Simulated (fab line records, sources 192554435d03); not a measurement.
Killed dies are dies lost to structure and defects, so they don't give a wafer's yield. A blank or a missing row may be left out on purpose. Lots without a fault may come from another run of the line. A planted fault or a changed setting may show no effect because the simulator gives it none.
Chamber matching | flow n5_finfet | N5_MIM_TOP_ETCH_STRIP_01 on rie_diel-06: 4 sister chambers
The step strips in O2. 20 wafers are shown with their chamber, then 10 later ones without.

WAFERS WITH THEIR CHAMBER
wafer  | chamber | drypump_motor_current_A (A) | showerhead_plenum_p_Torr (Torr) | throttle_valve_pct (%)
L075.3 | 2       | 5.9                         | 1.95                            | 16.85
L075.5 | 0       | 5.5                         | 2.08                            | 16.53
L075.6 | 3       | 5.8                         | 2.04                            | 16.80
L083.2 | 1       | 5.3                         | 2.10                            | 16.68
L083.5 | 0       | 5.5                         | 2.07                            | 16.58
L083.6 | 1       | 5.4                         | 2.10                            | 16.72
L082.2 | 0       | 5.5                         | 2.07                            | 16.51
L082.4 | 0       | 5.5                         | 2.07                            | 16.58
L082.5 | 1       | 5.4                         | 2.10                            | 16.73
L085.1 | 0       | 5.5                         | 2.07                            | 16.56
L085.2 | 3       | 5.8                         | 2.03                            | 16.85
L085.4 | 0       | 5.5                         | 2.07                            | 16.60
L087.1 | 2       | 5.9                         | 1.95                            | 16.92
L087.2 | 0       | 5.5                         | 2.07                            | 16.61
L087.4 | 3       | 5.8                         | 2.03                            | 16.39
L093.3 | 3       | 5.8                         | 2.03                            | 16.40
L093.4 | 1       | 5.4                         | 2.09                            | 16.77
L093.6 | 2       | 5.9                         | 1.94                            | 16.88
L092.1 | 1       | 5.4                         | 2.09                            | 16.78
L092.3 | 0       | 5.5                         | 2.06                            | 16.58

SIGNATURES (means of the wafers above)
reading                  | chamber 0 | chamber 1 | chamber 2 | chamber 3 | scatter within a chamber
drypump_motor_current_A  | 5.500     | 5.380     | 5.900     | 5.800     | 0.0224
showerhead_plenum_p_Torr | 2.0700    | 2.0960    | 1.9467    | 2.0325    | 0.00537
throttle_valve_pct       | 16.5688   | 16.7360   | 16.8833   | 16.6100   | 0.113
Rule: a wafer's distance from a chamber is the root of the sum, over the readings, of the square of ((its reading less the chamber's mean) divided by the reading's scatter). The wafer belongs to the nearest chamber; if the next one is less than 2 further off, it can't be placed. The scatter: the root of (the sum of the squares of (reading less its chamber's mean) over the shown wafers, divided by (wafers less chambers)).

WAFERS WITHOUT THEIR CHAMBER
wafer  | drypump_motor_current_A (A) | showerhead_plenum_p_Torr (Torr) | throttle_valve_pct (%)
L092.5 | 5.9                         | 1.94                            | 16.87
L090.1 | 5.4                         | 2.09                            | 16.83
L090.3 | 5.5                         | 2.06                            | 16.63
L090.5 | 5.8                         | 1.94                            | 16.89
L096.2 | 5.5                         | 2.06                            | 16.60
L096.3 | 5.8                         | 2.03                            | 16.44
L096.4 | 5.8                         | 1.94                            | 16.91
L095.2 | 5.4                         | 2.08                            | 16.79
L095.4 | 5.9                         | 1.94                            | 16.86
L095.5 | 5.8                         | 1.94                            | 16.95

WHICH CHAMBER EACH WENT THROUGH
wafer  | from the rows above | in truth
L092.5 | 2                   | 2
L090.1 | 1                   | 1
L090.3 | 0                   | 0
L090.5 | 2                   | 2
L096.2 | 0                   | 0
L096.3 | 3                   | 3
L096.4 | 2                   | 2
L095.2 | 1                   | 1
L095.4 | 2                   | 2
L095.5 | 2                   | 2
Placed correctly: 10 of 10. Can't be placed from these rows: 0. Placed wrongly: 0.
